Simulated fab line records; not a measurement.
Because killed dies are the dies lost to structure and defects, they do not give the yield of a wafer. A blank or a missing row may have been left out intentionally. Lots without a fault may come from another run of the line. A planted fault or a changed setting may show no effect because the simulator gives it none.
The tool behind it: which one? + flow nand harc + Sampling: 13 lots, 39 wafers, 5 of 1159 route steps

## WHAT THE GAUGES SHOWED, per wafer
NHARC_END_SORT_01.
| lot  | measured     | on        | killed at array | killed at other | killed at periphery | killed dies | killed open | killed short |
|------|--------------|-----------|-----------------|-----------------|---------------------|-------------|-------------|--------------|
| L706 | day 20 21:05 | prober-01 | 20 16 20        | 0 1 0           | 1 2 2               | 21 19 22    | 1 1 2       | 1 2 2        |
| L707 | day 21 23:24 | prober-02 | 31              | 0               | 4                   | 35          | 4           | 0            |
| L709 | day 22 07:14 | prober-02 | 28 33 37        | 0 0 0           | 7 4 4               | 35 37 41    | 5 6 3       | 3 1 4        |
| L710 | day 21 14:48 | prober-01 | 25 14           | 3 0             | 1 1                 | 29 15       | 1 3         | 3 1          |
| L715 | day 22 13:32 | prober-01 | 116 24 33       | 0 2 1           | 1 4 2               | 117 30 36   | 3 5 4       | 3 2 5        |
| L720 | day 23 23:56 | prober-01 | 30 15 14        | 0 1 0           | 5 5 0               | 35 21 14    | 4 3 2       | 2 2 2        |

## EACH LOT AND THE TOOL THAT RAN IT (in order: tool; ch and the chambers of the sampled wafers; start)
| lot  | NHARC_A_STAIRCASE_TRIM_226         | NHARC_THIN_TSV_ETCHBACK_48         | NHARC_THIN_TSV_PRE_CLEAN_50             | NHARC_THIN_TSV_PRE_CLEAN_54  |
|------|------------------------------------|------------------------------------|-----------------------------------------|------------------------------|
| L701 | rie diel-10 ch 0,3, day 10 14:43   | rie diel-02 ch 1,2, day 18 21:08   | pvd sputter-01, day 18 23:57 or earlier | pvd sputter-02, day 18 23:57 |
| L704 | rie diel-05 ch 2,3, day 11 13:05   | rie diel-02 ch 0,1,2, day 19 00:44 | pvd sputter-02, day 19 03:32 or earlier | pvd sputter-03, day 19 03:32 |
| L702 | rie diel-05 ch 0,2,3, day 11 13:23 | rie diel-11 ch 1,2,3, day 18 23:34 | pvd sputter-01, day 19 02:22 or earlier | pvd sputter-03, day 19 02:22 |
| L705 | rie diel-10 ch 2,3, day 12 07:11   | rie diel-09 ch 0,1, day 19 20:50   | pvd sputter-02, day 19 23:26 or earlier | pvd sputter-01, day 19 23:26 |
| L706 | rie diel-05 ch 0,2, day 12 07:37   | rie diel-02 ch 0,1, day 20 08:31   | pvd sputter-01, day 20 11:04 or earlier | pvd sputter-02, day 20 11:04 |
| L707 | rie diel-05 ch 0,1,2, day 13 00:39 | rie diel-11 ch 0,1,3, day 21 04:12 | pvd sputter-01, day 21 06:48 or earlier | pvd sputter-01, day 21 06:48 |
| L709 | rie diel-10 ch 1,2,3, day 13 06:41 | rie diel-02 ch 1,2,3, day 21 07:38 | pvd sputter-01, day 21 11:25 or earlier | pvd sputter-02, day 21 11:25 |
| L710 | rie diel-05 ch 0,1, day 13 09:32   | rie diel-09 ch 1,3, day 21 03:14   | pvd sputter-03, day 21 05:59 or earlier | pvd sputter-02, day 21 05:59 |
| L715 | rie diel-05 ch 0,1,2, day 14 13:21 | rie diel-09 ch 0,1,2, day 21 23:44 | pvd sputter-02, day 22 02:38 or earlier | pvd sputter-02, day 22 02:38 |
| L717 | rie diel-10 ch 1,3, day 15 02:39   | rie diel-09 ch 0,2,3, day 22 12:08 | pvd sputter-02, day 22 15:43 or earlier | pvd sputter-02, day 22 15:43 |
| L720 | rie diel-10 ch 2,3, day 15 10:40   | rie diel-02 ch 0,1, day 23 10:41   | pvd sputter-01, day 23 13:17 or earlier | pvd sputter-02, day 23 13:17 |
| L718 | rie diel-01 ch 0,1,3, day 15 11:30 | rie diel-09 ch 0,2,3, day 23 15:03 | pvd sputter-02, day 23 18:30 or earlier | pvd sputter-02, day 23 18:30 |
| L722 | rie diel-10 ch 1,2, day 16 04:47   | rie diel-02 ch 1,2, day 24 00:22   | pvd sputter-02, day 24 02:57 or earlier | pvd sputter-01, day 24 02:57 |
- NHARC_A_STAIRCASE_TRIM_226: chemistry O2, time 211.2 s.
- NHARC_THIN_TSV_ETCHBACK_48: etches the open film in C4F8/Ar, target depth 1028.5 nm, time 405.17 s.
- NHARC_THIN_TSV_PRE_CLEAN_50: time 30 s.
- NHARC_THIN_TSV_PRE_CLEAN_54: time 30 s.

## AS READ BY THE TOOLS THEMSELVES (means over the sampled wafers that have a number; for cases with no such wafer, the mark the record gives instead)
NHARC_A_STAIRCASE_TRIM_226.
| lot  | tool        | drypump motor current A (A) | mfc ar sccm (sccm) | oes product au (a.u.) | rf vpp V (V) | showerhead plenum p Torr (Torr) | throttle valve pct (%) |
|------|-------------|-----------------------------|--------------------|-----------------------|--------------|---------------------------------|------------------------|
| L701 | rie diel-10 | 5.2                         | 0.025              | 0.995                 | 57.3         | 3.46                            | 17.037                 |
| L704 | rie diel-05 | 5.1                         | 0.012              | 0.997                 | 57.5         | 3.49                            | 17.033                 |
| L702 | rie diel-05 | 5.5                         | 0.017              | 1.010                 | 58.5         | 3.43                            | 17.031                 |
| L705 | rie diel-10 | 5.6                         | 0.038              | 1.008                 | 58.6         | 3.68                            | 17.038                 |
| L706 | rie diel-05 | 5.6                         | 0.018              | 1.003                 | 57.8         | 3.47                            | 17.027                 |
| L707 | rie diel-05 | 5.8                         | 0.013              | 1.002                 | 57.9         | 3.45                            | 17.035                 |
| L709 | rie diel-10 | 5.6                         | 0.032              | 0.999                 | 57.8         | 3.71                            | 17.035                 |
| L710 | rie diel-05 | 6.1                         | 0.009              | 1.001                 | 58.1         | 3.42                            | 17.033                 |
| L715 | rie diel-05 | 5.8                         | 0.013              | 0.996                 | 56.5         | 3.44                            | 17.037                 |
| L717 | rie diel-10 | 5.3                         | 0.029              | 0.994                 | 58.5         | 3.69                            | 17.040                 |
| L720 | rie diel-10 | 5.6                         | 0.038              | 1.003                 | 57.7         | 3.66                            | 17.023                 |
| L718 | rie diel-01 | 5.5                         | 0.024              | 1.003                 | 57.9         | 3.61                            | 17.036                 |
| L722 | rie diel-10 | 5.6                         | 0.026              | 1.002                 | 58.0         | 3.74                            | 17.041                 |

NHARC_THIN_TSV_ETCHBACK_48.
| lot  | tool        | oes product au (a.u.) | rf vpp V (V) |
|------|-------------|-----------------------|--------------|
| L701 | rie diel-02 | 0.919                 | 549          |
| L704 | rie diel-02 | 0.916                 | 550          |
| L702 | rie diel-11 | 0.998                 | 549          |
| L705 | rie diel-09 | 1.002                 | 545          |
| L706 | rie diel-02 | 0.967                 | 551          |
| L707 | rie diel-11 | 0.926                 | 548          |
| L709 | rie diel-02 | 0.928                 | 548          |
| L710 | rie diel-09 | 0.932                 | 550          |
| L715 | rie diel-09 | 0.927                 | 547          |
| L717 | rie diel-09 | 0.926                 | 546          |
| L720 | rie diel-02 | 0.936                 | 548          |
| L718 | rie diel-09 | 0.944                 | 546          |
| L722 | rie diel-02 | 0.934                 | 549          |

NHARC_THIN_TSV_PRE_CLEAN_50.
| lot  | tool           | heater power w (W) |
|------|----------------|--------------------|
| L701 | pvd sputter-01 | 346                |
| L704 | pvd sputter-02 | 357                |
| L702 | pvd sputter-01 | 372                |
| L705 | pvd sputter-02 | 360                |
| L706 | pvd sputter-01 | 349                |
| L707 | pvd sputter-01 | 383                |
| L709 | pvd sputter-01 | 369                |
| L710 | pvd sputter-03 | 407                |
| L715 | pvd sputter-02 | 361                |
| L717 | pvd sputter-02 | 374                |
| L720 | pvd sputter-01 | 370                |
| L718 | pvd sputter-02 | 390                |
| L722 | pvd sputter-02 | 364                |

NHARC_THIN_TSV_PRE_CLEAN_54.
| lot  | tool           | heater power w (W) |
|------|----------------|--------------------|
| L701 | pvd sputter-02 | 364                |
| L704 | pvd sputter-03 | 421                |
| L702 | pvd sputter-03 | 410                |
| L705 | pvd sputter-01 | 368                |
| L706 | pvd sputter-02 | 398                |
| L707 | pvd sputter-01 | 363                |
| L709 | pvd sputter-02 | 361                |
| L710 | pvd sputter-02 | 376                |
| L715 | pvd sputter-02 | 355                |
| L717 | pvd sputter-02 | 374                |
| L720 | pvd sputter-02 | 397                |
| L718 | pvd sputter-02 | 373                |
| L722 | pvd sputter-01 | 413                |

## THE ANSWER, worked out from the rows above alone
Rule: what is usual is taken from the lots themselves. Put in order of their means at a reading, lots are off if they are a third of the lots or fewer, leave a main group of 4 or more, and stand apart from it by a gap of 3 or more times the standard deviation of the main group's means; of several such gaps the widest counts. The tables above print the reading to a certain number of digits; a main group whose means all agree to those digits is not used. Also off: a lot with no number at a reading for which 4 or more lots have one. The other lots that the step has rows for count as sound. After the gauges, taken in route order, come the tools' own readings; for these a lot's mean is taken, as printed above. The first step at which some lot is off is used, and at that step the reading that is off furthest; a lot without a number counts as furthest.
Off: L715, at NHARC_END_SORT_01 (killed at array). The main group has a mean of 24 with a standard deviation of 6.2. Neither off nor sound, because the step has no rows for them: L701, L704, L702, L705, L717, L718, L722.
If a tool, at a process step before that reading, ran all the lots that are off and no sound lot after the first of them, it fits. Gauges at NHARC_END_SORT_01: tried the same way as those tools. Because NHARC_THIN_TSV_PRE_CLEAN_50 lacks a start for some lots, the hours and order of its lots are taken from NHARC_THIN_TSV_PRE_CLEAN_54. Can't be told from this: 3 tools fit, rie diel-05 at NHARC_A_STAIRCASE_TRIM_226, rie diel-09 at NHARC_THIN_TSV_ETCHBACK_48, pvd sputter-02 at NHARC_THIN_TSV_PRE_CLEAN_50.

## WHAT THE SIMULATOR PUT IN
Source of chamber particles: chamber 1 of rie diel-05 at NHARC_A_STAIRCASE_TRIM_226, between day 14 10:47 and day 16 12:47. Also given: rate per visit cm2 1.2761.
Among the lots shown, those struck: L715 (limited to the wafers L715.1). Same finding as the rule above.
